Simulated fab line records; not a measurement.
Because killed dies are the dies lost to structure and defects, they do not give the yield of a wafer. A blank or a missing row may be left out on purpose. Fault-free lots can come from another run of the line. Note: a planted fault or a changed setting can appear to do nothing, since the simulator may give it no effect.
Which of the tools did it? / flow n5-finfet / 11 lots with 29 wafers sampled at 5 steps, on a route of 1938 steps

## WHAT THE GAUGES READ, wafer by wafer
N5_BEOL_M2_INSPECT_13: inspects for defects (brightfield). Usual: raw-defect-count at 429, with a standard deviation of 110.
lot=L906; measured=day 6 14:32; on=defect-inspect-02; raw-defect-count=281 437 346; flag=
lot=L911; measured=day 7 22:11; on=defect-inspect-02; raw-defect-count=590 582 400; flag=
lot=L915; measured=day 8 14:12; on=defect-inspect-02; raw-defect-count=448 439 594; flag=
lot=L916; measured=day 9 02:29; on=defect-inspect-02; raw-defect-count=464 443 552; flag=
lot=L918; measured=day 9 23:11; on=defect-inspect-02; raw-defect-count=533 413; flag=
lot=L919; measured=day 10 04:18; on=defect-inspect-02; raw-defect-count=466 608; flag=
lot=L921; measured=day 10 07:44; on=defect-inspect-02; raw-defect-count=351 354; flag=
lot=L922; measured=day 10 10:43; on=defect-inspect-02; raw-defect-count=269 362; flag=
lot=L923; measured=day 10 11:57; on=defect-inspect-01; raw-defect-count=311 367 290; flag=
lot=L925; measured=day 11 01:55; on=defect-inspect-02; raw-defect-count=245 435 382; flag=
lot=L927; measured=day 11 18:32; on=defect-inspect-01; raw-defect-count=386 431 434; flag=

N5_BEOL_M4_RC_MEAS_101. Usual: DIBL_N 36.3 mV/V, standard deviation 1.7; DIBL_P 36.0 mV/V, standard deviation 1.9; IOFF_N 0.156 nA/um, standard deviation 0.028; IOFF_P 0.21 nA/um, standard deviation 0.036; ION_N 675 uA/um, standard deviation 11; ION_P 463 uA/um, standard deviation 7.8; SS_N 71.6 mV/dec, standard deviation 0.59; SS_P 73.2 mV/dec, standard deviation 0.63; VT_N 250 mV, standard deviation 3.1; VT_P -251 mV, standard deviation 3.4.
lot=L906; measured=day 7 17:58; on=prober-02; DIBL_N (mV/V)=32.5 34.3 35.5; DIBL_P (mV/V)=34.3 35.3 36.1; IOFF_N (nA/um)=0.114 0.124 0.148; IOFF_P (nA/um)=0.16 0.17 0.19; ION_N (uA/um)=661 671 671; ION_P (uA/um)=455 459 457; SS_N (mV/dec)=71.2 71.5 72.2; SS_P (mV/dec)=72.2 72.8 73.0; VT_N (mV)=252 251 248; VT_P (mV)=-255 -252 -252; flag=
lot=L911; measured=day 9 01:55; on=prober-02; DIBL_N (mV/V)=34.2 35.6 36.1; DIBL_P (mV/V)=33.5 35.0 34.7; IOFF_N (nA/um)=0.128 0.146 0.155; IOFF_P (nA/um)=0.19 0.22 0.21; ION_N (uA/um)=673 661 667; ION_P (uA/um)=464 457 461; SS_N (mV/dec)=71.0 71.8 71.4; SS_P (mV/dec)=72.3 72.8 72.6; VT_N (mV)=250 252 251; VT_P (mV)=-252 -249 -248; flag=
lot=L915; measured=day 9 17:47; on=prober-02; DIBL_N (mV/V)=37.3 36.5 36.4; DIBL_P (mV/V)=36.2 35.0 34.8; IOFF_N (nA/um)=0.177 0.164 0.154; IOFF_P (nA/um)=0.23 0.20 0.20; ION_N (uA/um)=682 685 675; ION_P (uA/um)=471 467 465; SS_N (mV/dec)=70.9 71.9 71.1; SS_P (mV/dec)=73.5 72.8 73.7; VT_N (mV)=246 246 248; VT_P (mV)=-246 -251 -251; flag=
lot=L916; measured=day 10 11:14; on=prober-02; DIBL_N (mV/V)=32.8 35.2 35.2; DIBL_P (mV/V)=32.7 34.5 36.2; IOFF_N (nA/um)=0.098 0.137 0.135; IOFF_P (nA/um)=0.14 0.15 0.18; ION_N (uA/um)=642 668 683; ION_P (uA/um)=443 450 463; SS_N (mV/dec)=70.1 71.6 70.9; SS_P (mV/dec)=72.1 71.6 72.6; VT_N (mV)=258 250 252; VT_P (mV)=-257 -257 -253; flag=
lot=L918; measured=day 11 05:25; on=prober-02; DIBL_N (mV/V)=34.0 34.4; DIBL_P (mV/V)=32.4 34.6; IOFF_N (nA/um)=0.127 0.136; IOFF_P (nA/um)=0.17 0.20; ION_N (uA/um)=656 670; ION_P (uA/um)=457 470; SS_N (mV/dec)=70.6 71.2; SS_P (mV/dec)=72.5 73.0; VT_N (mV)=253 252; VT_P (mV)=-252 -252; flag=
lot=L919; measured=day 11 10:50; on=prober-02; DIBL_N (mV/V)=36.5 37.8; DIBL_P (mV/V)=35.3 36.9; IOFF_N (nA/um)=0.171 0.193; IOFF_P (nA/um)=0.25 0.27; ION_N (uA/um)=693 691; ION_P (uA/um)=481 480; SS_N (mV/dec)=72.3 72.7; SS_P (mV/dec)=73.4 74.0; VT_N (mV)=246 246; VT_P (mV)=-245 -246; flag=
lot=L921; measured=day 11 13:23; on=prober-01; DIBL_N (mV/V)=34.1 37.0; DIBL_P (mV/V)=36.0 38.6; IOFF_N (nA/um)=0.121 0.166; IOFF_P (nA/um)=0.21 0.26; ION_N (uA/um)=667 679; ION_P (uA/um)=466 474; SS_N (mV/dec)=70.9 72.2; SS_P (mV/dec)=73.4 74.2; VT_N (mV)=255 252; VT_P (mV)=-247 -245; flag=
lot=L922; measured=day 11 15:56; on=prober-01; DIBL_N (mV/V)=40.2 36.7; DIBL_P (mV/V)=41.1 37.4; IOFF_N (nA/um)=0.209 0.144; IOFF_P (nA/um)=0.23 0.17; ION_N (uA/um)=693 678; ION_P (uA/um)=466 462; SS_N (mV/dec)=72.1 70.8; SS_P (mV/dec)=74.6 72.9; VT_N (mV)=249 253; VT_P (mV)=-250 -254; flag=
lot=L923; measured=day 11 21:04; on=prober-02; DIBL_N (mV/V)=34.7 34.9 35.6; DIBL_P (mV/V)=35.2 35.9 35.2; IOFF_N (nA/um)=0.133 0.141 0.151; IOFF_P (nA/um)=0.18 0.19 0.18; ION_N (uA/um)=671 669 667; ION_P (uA/um)=453 463 458; SS_N (mV/dec)=71.5 71.5 71.8; SS_P (mV/dec)=73.1 73.3 73.2; VT_N (mV)=253 252 254; VT_P (mV)=-251 -254 -253; flag=
lot=L925; measured=day 12 16:44; on=prober-02; DIBL_N (mV/V)=34.3 35.0 38.6; DIBL_P (mV/V)=33.0 33.9 39.0; IOFF_N (nA/um)=0.118 0.126 0.200; IOFF_P (nA/um)=0.17 0.17 0.26; ION_N (uA/um)=655 660 683; ION_P (uA/um)=451 457 467; SS_N (mV/dec)=70.8 71.0 71.6; SS_P (mV/dec)=72.6 72.8 74.1; VT_N (mV)=254 254 245; VT_P (mV)=-255 -253 -248; flag=
lot=L927; measured=day 13 10:44; on=prober-01; DIBL_N (mV/V)=36.7 34.6 36.0; DIBL_P (mV/V)=35.2 33.2 34.7; IOFF_N (nA/um)=0.144 0.118 0.136; IOFF_P (nA/um)=0.20 0.18 0.20; ION_N (uA/um)=683 669 680; ION_P (uA/um)=471 463 471; SS_N (mV/dec)=71.3 70.9 71.5; SS_P (mV/dec)=73.2 72.8 72.8; VT_N (mV)=250 254 252; VT_P (mV)=-248 -251 -249; flag=

## TOOL THAT RAN EACH LOT (tool first, then ch and the chambers of the sampled wafers, then the start)
lot=L906; N5_BEOL_M1_DEP_57=pecvd-01 ch 0,1,2, day 6 13:26; N5_BEOL_M2_PECVD_72=pecvd-01 ch 0,2, day 6 13:41; N5_BEOL_M2_COAT_73=litho-track-02 ch 0, day 6 14:11
lot=L911; N5_BEOL_M1_DEP_57=pecvd-04 ch 0,2, day 7 21:14; N5_BEOL_M2_PECVD_72=pecvd-02 ch 1,2, day 7 21:29; N5_BEOL_M2_COAT_73=litho-track-02 ch 0, day 7 21:43
lot=L915; N5_BEOL_M1_DEP_57=pecvd-02 ch 1,2, day 8 13:07; N5_BEOL_M2_PECVD_72=pecvd-02 ch 0,1, day 8 13:21; N5_BEOL_M2_COAT_73=litho-track-04 ch 0, day 8 13:44
lot=L916; N5_BEOL_M1_DEP_57=pecvd-02 ch 0,1,2, day 9 00:32; N5_BEOL_M2_PECVD_72=pecvd-01 ch 0, day 9 00:46; N5_BEOL_M2_COAT_73=litho-track-04 ch 0, day 9 02:08
lot=L918; N5_BEOL_M1_DEP_57=pecvd-04 ch 0,1, day 9 20:48; N5_BEOL_M2_PECVD_72=pecvd-03 ch 0, day 9 21:02; N5_BEOL_M2_COAT_73=litho-track-02 ch 0, day 9 22:41
lot=L919; N5_BEOL_M1_DEP_57=pecvd-04 ch 0,1, day 10 02:29; N5_BEOL_M2_PECVD_72=pecvd-03 ch 0, day 10 02:43; N5_BEOL_M2_COAT_73=litho-track-05 ch 0, day 10 03:57
lot=L921; N5_BEOL_M1_DEP_57=pecvd-04 ch 0,1, day 10 04:22; N5_BEOL_M2_PECVD_72=pecvd-03 ch 1, day 10 04:36; N5_BEOL_M2_COAT_73=litho-track-04 ch 0, day 10 07:16
lot=L922; N5_BEOL_M1_DEP_57=pecvd-04 ch 0,1, day 10 08:00; N5_BEOL_M2_PECVD_72=pecvd-01 ch 1,2, day 10 08:16; N5_BEOL_M2_COAT_73=litho-track-04 ch 0, day 10 10:14
lot=L923; N5_BEOL_M1_DEP_57=pecvd-01 ch 0,1,2, day 10 10:35; N5_BEOL_M2_PECVD_72=pecvd-01 ch 0,1,2, day 10 10:57; N5_BEOL_M2_COAT_73=litho-track-04 ch 0, day 10 11:36
lot=L925; N5_BEOL_M1_DEP_57=pecvd-02 ch 1,2, day 11 00:12; N5_BEOL_M2_PECVD_72=pecvd-02 ch 1,2, day 11 00:27; N5_BEOL_M2_COAT_73=litho-track-04 ch 0, day 11 01:34
lot=L927; N5_BEOL_M1_DEP_57=pecvd-01 ch 0,1,2, day 11 17:28; N5_BEOL_M2_PECVD_72=pecvd-01 ch 0,2, day 11 17:41; N5_BEOL_M2_COAT_73=litho-track-04 ch 0, day 11 18:02
- N5_BEOL_M1_DEP_57: deposits SiCN from 3MS/NH3, target thk 8 nm, time 14 s.
- N5_BEOL_M2_PECVD_72: deposits SiO2 from TEOS/O2, target thk 16 nm, time 18 s.
- N5_BEOL_M2_COAT_73: time 60 s, resist thk 5 nm.

## WHAT THE TOOLS THEMSELVES READ (means of the sampled wafers that have a number; where no wafer has one, the mark that the record gives instead)
N5_BEOL_M1_DEP_57. Usual: chamber-pressure-Torr 2.999 Torr, standard deviation 0.0058; showerhead-plenum-p-Torr 3.669 Torr, standard deviation 0.015; throttle-valve-pct 9.3 %, standard deviation 0.46.
lot=L906; tool=pecvd-01; chamber-pressure-Torr (Torr)=3.000; showerhead-plenum-p-Torr (Torr)=3.674; throttle-valve-pct (%)=9.5; flag=
lot=L911; tool=pecvd-04; chamber-pressure-Torr (Torr)=3.003; showerhead-plenum-p-Torr (Torr)=3.670; throttle-valve-pct (%)=9.2; flag=
lot=L915; tool=pecvd-02; chamber-pressure-Torr (Torr)=3.001; showerhead-plenum-p-Torr (Torr)=3.675; throttle-valve-pct (%)=9.4; flag=
lot=L916; tool=pecvd-02; chamber-pressure-Torr (Torr)=3.002; showerhead-plenum-p-Torr (Torr)=3.679; throttle-valve-pct (%)=9.0; flag=
lot=L918; tool=pecvd-04; chamber-pressure-Torr (Torr)=2.997; showerhead-plenum-p-Torr (Torr)=3.650; throttle-valve-pct (%)=9.2; flag=
lot=L919; tool=pecvd-04; chamber-pressure-Torr (Torr)=3.001; showerhead-plenum-p-Torr (Torr)=3.651; throttle-valve-pct (%)=9.2; flag=
lot=L921; tool=pecvd-04; chamber-pressure-Torr (Torr)=2.992; showerhead-plenum-p-Torr (Torr)=3.652; throttle-valve-pct (%)=9.2; flag=
lot=L922; tool=pecvd-04; chamber-pressure-Torr (Torr)=2.995; showerhead-plenum-p-Torr (Torr)=3.652; throttle-valve-pct (%)=9.2; flag=
lot=L923; tool=pecvd-01; chamber-pressure-Torr (Torr)=2.993; showerhead-plenum-p-Torr (Torr)=3.670; throttle-valve-pct (%)=9.5; flag=
lot=L925; tool=pecvd-02; chamber-pressure-Torr (Torr)=3.002; showerhead-plenum-p-Torr (Torr)=3.672; throttle-valve-pct (%)=9.3; flag=
lot=L927; tool=pecvd-01; chamber-pressure-Torr (Torr)=3.004; showerhead-plenum-p-Torr (Torr)=3.663; throttle-valve-pct (%)=9.6; flag=

N5_BEOL_M2_PECVD_72. Usual: chamber-pressure-Torr 5.499 Torr, standard deviation 0.012; heater-power-outer-w 450 W, standard deviation 74; heater-power-w 741 W, standard deviation 120; showerhead-plenum-p-Torr 8.81 Torr, standard deviation 0.055; throttle-valve-pct 23.1 %, standard deviation 0.97.
lot=L906; tool=pecvd-01; chamber-pressure-Torr (Torr)=5.504; heater-power-outer-w (W)=401; heater-power-w (W)=603; showerhead-plenum-p-Torr (Torr)=8.76; throttle-valve-pct (%)=22.8; flag=
lot=L911; tool=pecvd-02; chamber-pressure-Torr (Torr)=5.501; heater-power-outer-w (W)=469; heater-power-w (W)=821; showerhead-plenum-p-Torr (Torr)=8.84; throttle-valve-pct (%)=23.1; flag=
lot=L915; tool=pecvd-02; chamber-pressure-Torr (Torr)=5.509; heater-power-outer-w (W)=479; heater-power-w (W)=810; showerhead-plenum-p-Torr (Torr)=8.86; throttle-valve-pct (%)=22.8; flag=
lot=L916; tool=pecvd-01; chamber-pressure-Torr (Torr)=5.501; heater-power-outer-w (W)=313; heater-power-w (W)=488; showerhead-plenum-p-Torr (Torr)=8.72; throttle-valve-pct (%)=23.6; flag=
lot=L918; tool=pecvd-03; chamber-pressure-Torr (Torr)=5.495; heater-power-outer-w (W)=548; heater-power-w (W)=824; showerhead-plenum-p-Torr (Torr)=8.82; throttle-valve-pct (%)=22.2; flag=
lot=L919; tool=pecvd-03; chamber-pressure-Torr (Torr)=5.495; heater-power-outer-w (W)=536; heater-power-w (W)=798; showerhead-plenum-p-Torr (Torr)=8.81; throttle-valve-pct (%)=22.1; flag=
lot=L921; tool=pecvd-03; chamber-pressure-Torr (Torr)=5.480; heater-power-outer-w (W)=491; heater-power-w (W)=832; showerhead-plenum-p-Torr (Torr)=8.76; throttle-valve-pct (%)=23.1; flag=
lot=L922; tool=pecvd-01; chamber-pressure-Torr (Torr)=5.501; heater-power-outer-w (W)=508; heater-power-w (W)=761; showerhead-plenum-p-Torr (Torr)=8.85; throttle-valve-pct (%)=23.6; flag=
lot=L923; tool=pecvd-01; chamber-pressure-Torr (Torr)=5.503; heater-power-outer-w (W)=416; heater-power-w (W)=665; showerhead-plenum-p-Torr (Torr)=8.82; throttle-valve-pct (%)=23.6; flag=
lot=L925; tool=pecvd-02; chamber-pressure-Torr (Torr)=5.493; heater-power-outer-w (W)=378; heater-power-w (W)=658; showerhead-plenum-p-Torr (Torr)=8.85; throttle-valve-pct (%)=23.0; flag=
lot=L927; tool=pecvd-01; chamber-pressure-Torr (Torr)=5.510; heater-power-outer-w (W)=477; heater-power-w (W)=693; showerhead-plenum-p-Torr (Torr)=8.81; throttle-valve-pct (%)=22.7; flag=

N5_BEOL_M2_COAT_73. Usual: heater-power-total-W 391.5 W, standard deviation 1.3; plate-temp-C 204.98 C, standard deviation 0.14.
lot=L906; tool=litho-track-02; heater-power-total-W (W)=391.6; plate-temp-C (C)=205.13; flag=
lot=L911; tool=litho-track-02; heater-power-total-W (W)=390.7; plate-temp-C (C)=204.69; flag=
lot=L915; tool=litho-track-04; heater-power-total-W (W)=391.4; plate-temp-C (C)=205.03; flag=
lot=L916; tool=litho-track-04; heater-power-total-W (W)=390.8; plate-temp-C (C)=204.78; flag=
lot=L918; tool=litho-track-02; heater-power-total-W (W)=390.5; plate-temp-C (C)=204.94; flag=
lot=L919; tool=litho-track-05; heater-power-total-W (W)=390.4; plate-temp-C (C)=205.10; flag=
lot=L921; tool=litho-track-04; heater-power-total-W (W)=393.1; plate-temp-C (C)=204.92; flag=
lot=L922; tool=litho-track-04; heater-power-total-W (W)=391.6; plate-temp-C (C)=205.05; flag=
lot=L923; tool=litho-track-04; heater-power-total-W (W)=393.1; plate-temp-C (C)=205.02; flag=
lot=L925; tool=litho-track-04; heater-power-total-W (W)=422.9; plate-temp-C (C)=217.78; flag=OFF
lot=L927; tool=litho-track-04; heater-power-total-W (W)=421.8; plate-temp-C (C)=217.62; flag=OFF

## THE ANSWER, worked out from the rows above alone
Rule: a lot is off if the mean of its wafers that have a number lies more than 3 standard deviations from the usual mean. Also off: a lot with no number at a reading for which 4 or more lots have one. The other lots that the step has rows for count as sound. After the gauges, taken in route order, come the tools' own readings; for these a lot's mean is taken, as printed above. At the first step where some lot is off, the reading lying furthest off is the one used; lots without a number count as furthest.
Off, at N5_BEOL_M2_COAT_73 on plate-temp-C: L925, L927.
If a tool, at that step or one of the process steps before it, ran each lot that is off and ran no sound lot following the first of them, it fits. One fits: N5_BEOL_M2_COAT_73 on litho-track-04. A fault onset in the window from L923 (day 10 11:36, its last sound lot) to L925 (day 11 01:34, its first lot off) fits.
The tool's own readings at N5_BEOL_M2_COAT_73 bear it out: on the lots that are off they differ by more than 5 times the standard deviation of the sound lots' means. heater-power-total-W reads 422.4 W there against 391.5 W on the sound lots; plate-temp-C reads 217.70 C there against 204.96 C on the sound lots.

## WHAT THE SIMULATOR HAD PUT IN
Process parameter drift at N5_BEOL_M2_COAT_73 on litho-track-04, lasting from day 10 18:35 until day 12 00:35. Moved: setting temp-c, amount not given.
Shown lots that were struck: L925, L927. The rule above found the same.
